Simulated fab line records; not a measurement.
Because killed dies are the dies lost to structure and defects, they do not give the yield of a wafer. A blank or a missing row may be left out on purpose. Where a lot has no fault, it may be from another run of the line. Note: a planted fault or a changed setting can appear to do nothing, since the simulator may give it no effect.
fab line records	flow n5Finfet
record: lots: 7	wafers: 21
route steps=1938 shown ZERO_LAYER@6 WELL_APT@25 FIN_SAQP@125 DUMMY_GATE@224
startH: start of the lot's first displayed wafer, in hours after the record's first day	waitH: hours since the lot's step before	" as in the row above	L1.1+2: a single row standing in for several wafers	- no value present, or no start provided	* or withheld: withheld	< > ~ a bound
route shown NAME@n: NAME is a module with steps in the file, n the number in the route of the first one	usual: average and standard deviation across the fault-free wafers	same: alike in all rows	chamber/n: place in a boat	sites: readings site by site	_std_site: the values' standard deviation	_edge_site: mean of outer sites minus mean of inner sites	radiusMm: for every site, how far away it sits from the centre of the wafer	mask NAME#n: copy n	behind: tool/chamber where the wafer was last shaped	hold: what put the lot on hold/how long, in hours/how the hold closed	device: transistor that didn't switch, given as n, p or np	end of line: the tests these same wafers got at the end of their route	where a step has no rows: the recipe by itself	killed: dies that structure and defects cost at the first sort, which is not the same as the wafer's yield	map: shows each die of a wafer: x if killed, . if not, _ if none is there
set.NAME: the setting the step ran with; set.NAME@STEP: the setting that earlier step ran with	model.NAME: the simulator's own value behind a step, which no gauge read
lots whose settings were changed on purpose; a table a step, a row a wafer
== steps ==
step: N5_ZERO_LAYER_COAT_05
recipe: spinRpm: 1500	resistThkNm: 1000
lot.wafer	tool	chamber	startH	waitH	set.spinRpm	model.coat_of_ZERO_LAYER_COAT_05.thkNm
L075.1	lithoTrack-02	0	-	-	1343	1064
L075.3	"	0	"	"	1343	1061
L075.4	"	0	"	"	1500	1005
L080.2+4	lithoTrack-02	0	-	-	1500	1004
L080.6	"	0	"	"	1500	1003
L088.1	lithoTrack-05	0	-	-	1500	996.6
L088.3	"	0	"	"	1500	998
L088.4	"	0	"	"	1500	999.9
L090.3	lithoTrack-05	0	-	-	1500	999
L090.4	"	0	"	"	1396	1037
L090.6	"	0	"	"	1396	1034
L091.3	lithoTrack-04	0	-	-	1500	997.5
L091.5	"	0	"	"	1500	994.5
L091.6	"	0	"	"	1500	993.1
L093.2	lithoTrack-02	0	-	-	1500	1002
L093.3	"	0	"	"	1454	1021
L093.6	"	0	"	"	1454	1020
L095.2	lithoTrack-04	0	-	-	1436	1025
L095.3	"	0	"	"	1500	1003
L095.5	"	0	"	"	1436	1021
step: N5_ZERO_LAYER_EXPOSE_08
recipe: maskId: ZERO	na: 0.55	sourceShape: conventional	sigmaOuter: 0.8	polarization: unpolarized	defocusNm: 0	targetCdNm: 2000	doseMj: 16.2
lot.wafer	tool	chamber	startH	waitH	mask	set.doseMj
L075.1+4	krfScanner-02	0	18.59	-	ZERO#0	16.2
L075.3	"	0	"	"	ZERO#0	15.74
L080.2+4+6	krfScanner-01	0	48.62	-	ZERO#0	16.2
L088.1	krfScanner-01	0	96.59	-	ZERO#0	16.2
L088.3+4	"	0	"	"	ZERO#0	17.01
L090.3+4	krfScanner-02	0	108.60	-	ZERO#0	15.27
L090.6	"	0	"	"	ZERO#0	16.2
L091.3+5+6	krfScanner-01	0	114.62	-	ZERO#0	16.2
L093.2	krfScanner-02	0	126.60	-	ZERO#0	16.2
L093.3+6	"	0	"	"	ZERO#0	15.09
L095.2+3	krfScanner-02	0	138.62	-	ZERO#0	17.04
L095.5	"	0	"	"	ZERO#0	16.2
step: N5_ZERO_LAYER_PEB_09
recipe: pebTempC: withheld	pebTimeS: *
step: N5_ZERO_LAYER_DEVELOP_10
recipe: developTimeS: 60	rinseLiquid: diw	dry: airSpin	devTempC: 21
step: N5_ZERO_LAYER_HARDBAKE_23
recipe: tempC: 130	timeS: 120
step: N5_ZERO_LAYER_CD_MEAS_11
recipe: targetCdNm: 2000	landingEnergyEv: 500	detector: seInlens
usual: cdNm: 2000.3/1.6
lot.wafer	tool	chamber	startH	waitH	set.doseMj@ZERO_LAYER_EXPOSE_08	cdNm
L075.1	cdSem-02	0	18.77	-	16.2	1998.3
L075.3	"	0	"	"	15.74	1991.2
L075.4	"	0	"	"	16.2	1999.6
L080.2	cdSem-03	0	48.79	-	16.2	1998.3
L080.4	"	0	"	"	16.2	1997.7
L080.6	"	0	"	"	16.2	1997.6
L088.1	cdSem-01	0	96.77	-	16.2	2000.2
L088.3	"	0	"	"	17.01	2009.1
L088.4	"	0	"	"	17.01	2007.9
L090.3	cdSem-01	0	108.77	-	15.27	1987.5
L090.4	"	0	"	"	15.27	1987.0
L090.6	"	0	"	"	16.2	1999.4
L091.3	cdSem-02	0	114.79	-	16.2	1999.1
L091.5	"	0	"	"	16.2	2000.2
L091.6	"	0	"	"	16.2	1999.8
L093.2	cdSem-01	0	126.77	-	16.2	1999.9
L093.3	"	0	"	"	15.09	1987.0
L093.6	"	0	"	"	15.09	1989.1
L095.2	cdSem-01	0	138.80	-	17.04	2011.5
L095.3	"	0	"	"	17.04	2010.1
L095.5	"	0	"	"	16.2	2000.8
step: N5_ZERO_LAYER_DESCUM_16
recipe: chemistry: O2	timeS: 7.9	sourcePowerW: 50	biasPowerW: 20	pressureMtorr: 20	rfFrequencyHz: 2.712e+07	tempC: 40	o2FlowSccm: 225
lot.wafer	tool	chamber	startH	waitH	set.doseMj@ZERO_LAYER_EXPOSE_08	model.ZERO_LAYER.cdNm
L075.1	rieDiel-03	1	18.80	0.0	16.2	1998
L075.3	"	2	"	"	15.74	1991
L075.4	"	0	"	"	16.2	2000
L080.2+4+6	rieDiel-01	1,2,3	48.83	0.0	16.2	1998
L088.1	rieDiel-06	0	96.80	0.0	16.2	2000
L088.3	"	3	"	"	17.01	2009
L088.4	"	2	"	"	17.01	2008
L090.3	rieDiel-06	1	108.81	0.0	15.27	1988
L090.4	"	3	"	"	15.27	1987
L090.6	"	3	"	"	16.2	1999
L091.3	rieDiel-03	2	114.82	0.0	16.2	1999
L091.5	"	0	"	"	16.2	2001
L091.6	"	3	"	"	16.2	2000
L093.2	rieDiel-01	0	126.85	0.1	16.2	2000
L093.3	"	1	"	"	15.09	1987
L093.6	"	0	"	"	15.09	-
L095.2	rieDiel-03	1	138.83	0.0	17.04	2011
L095.3	"	0	"	"	17.04	2010
L095.5	"	3	"	"	16.2	2001
step: N5_ZERO_LAYER_ETCH_17
recipe: chemistry: CF4	target: SiO2	targetDepthA: 120	timeS: 13.3	ionEnergyEv: 350	pressureMtorr: 40	sourceW: 450	biasW: 215	Ar_flow_sccm: 100	cf4FlowSccm: 100
step: N5_ZERO_LAYER_ETCH_18
recipe: chemistry: HBr/Cl2	target: Si	targetDepthA: 1200	timeS: 40	pressureMtorr: 10	icpW: 800	biasW: 75	HBr_flow_sccm: 150	Cl2_flow_sccm: 80
step: N5_ZERO_LAYER_STRIP_24
recipe: chemistry: O2	powerW: 1000	tempC: 250	overashFraction: 0.3	pressureMtorr: 1000	o2FlowSccm: 6750
usual: stripTimeToEndpointS: 43.85/0.1
lot.wafer	tool	chamber	startH	waitH	set.spinRpm@ZERO_LAYER_COAT_05	stripTimeToEndpointS
L075.1	plasmaAsher-01	0	19.02	0.1	1343	45.76
L075.3	"	0	"	"	1343	45.71
L075.4	"	1	"	"	1500	43.99
L080.2	plasmaAsher-02	1	49.04	0.1	1500	43.95
L080.4	"	0	"	"	1500	43.95
L080.6	"	1	"	"	1500	43.92
L088.1	plasmaAsher-01	0	97.02	0.1	1500	43.77
L088.3	"	1	"	"	1500	43.79
L088.4	"	0	"	"	1500	43.84
L090.3	plasmaAsher-02	0	109.04	0.1	1500	43.83
L090.4	"	1	"	"	1396	44.93
L090.6	"	0	"	"	1396	44.87
L091.3	plasmaAsher-01	0	115.06	0.1	1500	43.76
L091.5	"	1	"	"	1500	43.68
L091.6	"	0	"	"	1500	43.64
L093.2	plasmaAsher-01	0	127.06	0.1	1500	43.93
L093.3	"	1	"	"	1454	44.48
L093.6	"	1	"	"	1454	44.47
L095.2	plasmaAsher-02	1	139.05	0.1	1436	44.62
L095.3	"	0	"	"	1500	43.98
L095.5	"	1	"	"	1436	44.50
step: N5_WELL_APT_PEB_06
recipe: pebTempC: 130	pebTimeS: 90
lot.wafer	tool	chamber	startH	waitH	set.pebTimeS
L075.1	lithoTrack-03	0	19.69	0.1	90
L075.3+4	"	0	"	"	96.37
L080.2+4+6	lithoTrack-03	0	49.74	0.0	90
L088.1+3+4	lithoTrack-01	0	97.57	0.1	90
L090.3+4	lithoTrack-01	0	109.82	0.0	97.27
L090.6	"	0	"	"	90
L091.3+5+6	lithoTrack-01	0	115.59	0.0	90
L093.2+3+6	lithoTrack-01	0	127.61	0.0	90
L095.2+3	lithoTrack-04	0	139.59	0.0	98.2
L095.5	"	0	"	"	90
step: N5_WELL_APT_DEVELOP_07
recipe: developTimeS: 45	rinseLiquid: surfactantRinse	dry: airSpin	devTempC: 21
lot.wafer	tool	chamber	startH	waitH	set.developTimeS
L075.1	lithoTrack-03	0	-	-	45
L075.3+4	"	0	"	"	52.79
L080.2+4+6	lithoTrack-03	0	-	-	45
L088.1+3+4	lithoTrack-01	0	-	-	45
L090.3+4+6	lithoTrack-01	0	-	-	51.74
L091.3+5+6	lithoTrack-01	0	-	-	45
L093.2+6	lithoTrack-01	0	-	-	45
L093.3	"	0	"	"	55.02
L095.2+5	lithoTrack-04	0	-	-	45
L095.3	"	0	"	"	54.31
step: N5_WELL_APT_HARDBAKE_12
recipe: tempC: 130	timeS: 120
step: N5_WELL_APT_CD_MEAS_08
recipe: targetCdNm: 200	landingEnergyEv: 500	detector: seInlens
usual: cdNm: 200.2/1.1
lot.wafer	tool	chamber	startH	waitH	set.pebTimeS@WELL_APT_PEB_06	cdNm
L075.1	cdSem-02	0	19.81	-	90	199.3
L075.3	"	0	"	"	96.37	201.8
L075.4	"	0	"	"	96.37	202.3
L080.2	cdSem-01	0	49.86	-	90	198.8
L080.4	"	0	"	"	90	199.5
L080.6	"	0	"	"	90	200.5
L088.1	cdSem-02	0	97.68	-	90	200.8
L088.3	"	0	"	"	90	201.3
L088.4	"	0	"	"	90	201.6
L090.3	cdSem-01	0	109.94	-	97.27	205.6
L090.4	"	0	"	"	97.27	204.6
L090.6	"	0	"	"	90	199.5
L091.3	cdSem-03	0	115.71	-	90	198.8
L091.5	"	0	"	"	90	199.9
L091.6	"	0	"	"	90	198.9
L093.2	cdSem-01	0	127.73	-	90	201.5
L093.3	"	0	"	"	90	203.1
L093.6	"	0	"	"	90	202.3
L095.2	cdSem-02	0	139.71	-	98.2	203.3
L095.3	"	0	"	"	98.2	203.8
L095.5	"	0	"	"	90	199.9
step: N5_WELL_APT_DESCUM_13
recipe: chemistry: O2	timeS: 7.9	sourcePowerW: 50	biasPowerW: 20	pressureMtorr: 20	rfFrequencyHz: 2.712e+07	tempC: 40	o2FlowSccm: 225
lot.wafer	tool	chamber	startH	waitH	set.pebTimeS@WELL_APT_PEB_06	model.WELL_APT.cdNm
L075.1	rieDiel-05	2	19.89	0.0	90	199.2
L075.3	"	3	"	"	96.37	201.8
L075.4	"	1	"	"	96.37	202.4
L080.2	rieDiel-02	1	49.94	0.0	90	198.8
L080.4	"	3	"	"	90	199.3
L080.6	"	2	"	"	90	200.8
L088.1	rieDiel-04	2	97.77	0.0	90	201.3
L088.3	"	3	"	"	90	201.2
L088.4	"	0	"	"	90	201.8
L090.3	rieDiel-02	0	110.02	0.0	97.27	205.3
L090.4	"	2	"	"	97.27	204.6
L090.6	"	2	"	"	90	200
L091.3	rieDiel-02	2	115.83	0.1	90	199.2
L091.5	"	1	"	"	90	200
L091.6	"	2	"	"	90	198.7
L093.2	rieDiel-04	3	127.81	0.0	90	201.5
L093.3	"	2	"	"	90	203.2
L093.6	"	2	"	"	90	202.2
L095.2	rieDiel-02	3	146.18	2.9	98.2	203.2
L095.3	"	0	"	"	98.2	203.8
L095.5	"	3	"	"	90	199.8
step: N5_FIN_SAQP_SPACER1_ALD_24
recipe: material: SiO2	targetThkA: 203	tempC: 300	aldPrecursorFamily: BDEAS	aldCoReactant: O2-plasma	pulseTimeS: 1	purgeTimeS: 2	coReactantPurgeTimeS: 2	aldCycles: 218	pressureTorr: 2
lot.wafer	tool	chamber	startH	waitH	set.tempC	model.SiO2_of_FIN_SAQP_SPACER1_ALD_24.thkNm
L075.1+3	aldSin-01	1,2	29.87	0.8	304.5	20.2
L075.4	"	0	"	"	300	20.2
L080.2	aldSin-01	1	59.18	0.3	300	20.4
L080.4	"	3	"	"	310.6	19.8
L080.6	"	0	"	"	300	20.2
L088.1+3	aldSin-01	2,3	107.21	0.5	311.5	20
L088.4	"	1	"	"	300	20.4
L090.3	aldSin-01	2	124.55	2.9	300	20.4
L090.4+6	"	1,3	"	"	311.5	20
L091.3+5+6	aldSin-01	1,2,1	127.48	0.1	300	20.4
L093.2+6	aldSin-04	2,1	150.86	0.3	300	20.4
L093.3	"	1	"	"	300	20.2
L095.2+3+5	aldSin-04	1,0,2	160.33	2.1	300	20.4
step: N5_FIN_SAQP_FIN_ETCH_36
recipe: chemistry: HBr/Cl2/O2	targetDepthA: 1200	maskMaterial: SiNx	timeS: 50.4	biasW: 102	pressureMtorr: 10	icpW: 800	HBr_flow_sccm: 150	Cl2_flow_sccm: 80	O2_flow_sccm: 12
lot.wafer	tool	chamber	startH	waitH	set.biasW	model.FIN_SAQP.featureDepthNm	model.etch.depthNm
L075.1	rieSi-01	1	33.02	0.0	102	120.8	120.7
L075.3	"	2	"	"	92.38	118	118.1
L075.4	"	0	"	"	92.38	117.8	117.8
L080.2	rieSi-03	3	62.04	0.0	102	118.4	118.4
L080.4	"	1	"	"	102	119.2	119.3
L080.6	"	1	"	"	102	119.8	119.7
L088.1	rieSi-02	0	110.06	0.0	102	120	120
L088.3	"	2	"	"	102	119.6	119.7
L088.4	"	1	"	"	102	121.8	121.8
L090.3	rieSi-01	3	127.87	0.0	102	118.8	118.8
L090.4	"	2	"	"	102	119.8	119.8
L090.6	"	3	"	"	84.19	114.8	114.8
L091.3	rieSi-01	3	131.02	0.0	102	120	120
L091.5+6	"	3,0	"	"	102	119.6	119.6
L093.2	rieSi-03	0	154.07	0.0	102	119.2	119.2
L093.3	"	2	"	"	92.72	116.2	116.2
L093.6	"	0	"	"	92.72	115.6	115.7
L095.2	rieSi-03	2	163.63	0.0	102	120	120
L095.3	"	1	"	"	114.6	124	124.1
L095.5	"	3	"	"	114.6	123	123
step: N5_FIN_SAQP_PRECLEAN_38
recipe: chemistry: O3/DIW	timeS: 45	tempC: 22	o3Ppm: 10
step: N5_FIN_SAQP_PRECLEAN_45
recipe: chemistry: dHF	timeS: 10	dilution: 500:1	tempC: 25
step: N5_FIN_SAQP_SRD_39
recipe: dry: ipaMarangoni	timeS: 30	tempC: 23	rinseLiquid: diw
step: N5_FIN_SAQP_OCD_MEAS_76
usual: trenchDepthNm: 119.5/0.98
lot.wafer	tool	chamber	startH	waitH	set.biasW@FIN_SAQP_FIN_ETCH_36	trenchDepthNm
L075.1	ocd-01	-	33.24	0.0	102	121.2
L075.3	"	-	"	"	92.38	118.0
L075.4	"	-	"	"	92.38	118.1
L080.2	ocd-01	-	62.27	0.0	102	118.5
L080.4	"	-	"	"	102	119.1
L080.6	"	-	"	"	102	119.9
L088.1	ocd-01	-	110.28	0.0	102	120.0
L088.3	"	-	"	"	102	119.7
L088.4	"	-	"	"	102	121.6
L090.3	ocd-01	-	128.10	0.0	102	117.9
L090.4	"	-	"	"	102	119.9
L090.6	"	-	"	"	84.19	114.5
L091.3	ocd-01	-	131.28	0.0	102	120.1
L091.5	"	-	"	"	102	119.4
L091.6	"	-	"	"	102	120.0
L093.2	ocd-02	-	154.30	0.0	102	118.9
L093.3	"	-	"	"	92.72	116.6
L093.6	"	-	"	"	92.72	115.6
L095.2	ocd-02	-	163.85	0.0	102	120.2
L095.3	"	-	"	"	114.6	123.8
L095.5	"	-	"	"	114.6	123.0
step: N5_DUMMY_GATE_COAT_28
recipe: resist: underlayer	tempC: 205	timeS: 60	spinRpm: 1500	resistThkNm: 10
lot.wafer	tool	chamber	startH	waitH	set.spinRpm	model.underlayer_of_DUMMY_GATE_COAT_28.thkNm
L075.1+3+4	lithoTrack-04	0	-	-	1500	10
L080.2	lithoTrack-05	0	-	-	1500	10
L080.4+6	"	0	"	"	1368	10.4
L088.1+4	lithoTrack-02	0	-	-	1500	10
L088.3	"	0	"	"	1653	9.6
L090.3	lithoTrack-02	0	-	-	1500	10
L090.4+6	"	0	"	"	1350	10.6
L091.3+5+6	lithoTrack-05	0	-	-	1500	10
L093.2+6	lithoTrack-05	0	-	-	1332	10.6
L093.3	"	0	"	"	1500	10
L095.2+3	lithoTrack-02	0	-	-	1500	10
L095.5	"	0	"	"	1669	9.4
== key ==
split: step: N5_ZERO_LAYER_COAT_05	setting: spinRpm	stated: 1500	by: wafer
response: step: N5_ZERO_LAYER_COAT_05	reading: model.coat_of_ZERO_LAYER_COAT_05.thkNm	change: -5.41	per: 1%	r: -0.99
response: step: N5_ZERO_LAYER_STRIP_24	reading: stripTimeToEndpointS	change: *	per: 1%	r: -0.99
split: step: N5_ZERO_LAYER_EXPOSE_08	setting: doseMj	stated: 16.2	by: wafer
response: step: N5_ZERO_LAYER_CD_MEAS_11	reading: cdNm	change: +1.9	per: 1%	r: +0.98
response: step: N5_ZERO_LAYER_DESCUM_16	reading: model.ZERO_LAYER.cdNm	change: +1.92	per: 1%	r: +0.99
split: step: N5_WELL_APT_PEB_06	setting: pebTimeS	stated: 90	by: wafer
response: step: N5_WELL_APT_CD_MEAS_08	reading: cdNm	change: +0.491	per: 1%	r: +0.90
response: step: N5_WELL_APT_DESCUM_13	reading: model.WELL_APT.cdNm	change: +0.475	per: 1%	r: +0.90
split: step: N5_WELL_APT_DEVELOP_07	setting: developTimeS	stated: 45	by: wafer
response none clear
split: step: N5_FIN_SAQP_SPACER1_ALD_24	setting: tempC	stated: 300	by: wafer
response: step: N5_FIN_SAQP_SPACER1_ALD_24	reading: model.SiO2_of_FIN_SAQP_SPACER1_ALD_24.thkNm	change: -0.11	per: 1%	r: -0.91
split: step: N5_FIN_SAQP_FIN_ETCH_36	setting: biasW	stated: 102	by: wafer
response: step: N5_FIN_SAQP_FIN_ETCH_36	reading: model.FIN_SAQP.featureDepthNm	change: +0.285	per: 1%	r: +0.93
response: step: N5_FIN_SAQP_FIN_ETCH_36	reading: model.etch.depthNm	change: +0.283	per: 1%	r: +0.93
response: step: N5_FIN_SAQP_OCD_MEAS_76	reading: trenchDepthNm	change: +0.271	per: 1%	r: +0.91
split: step: N5_DUMMY_GATE_COAT_28	setting: spinRpm	stated: 1500	by: wafer
response: step: N5_DUMMY_GATE_COAT_28	reading: model.underlayer_of_DUMMY_GATE_COAT_28.thkNm	change: -0.0507	per: 1%	r: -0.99
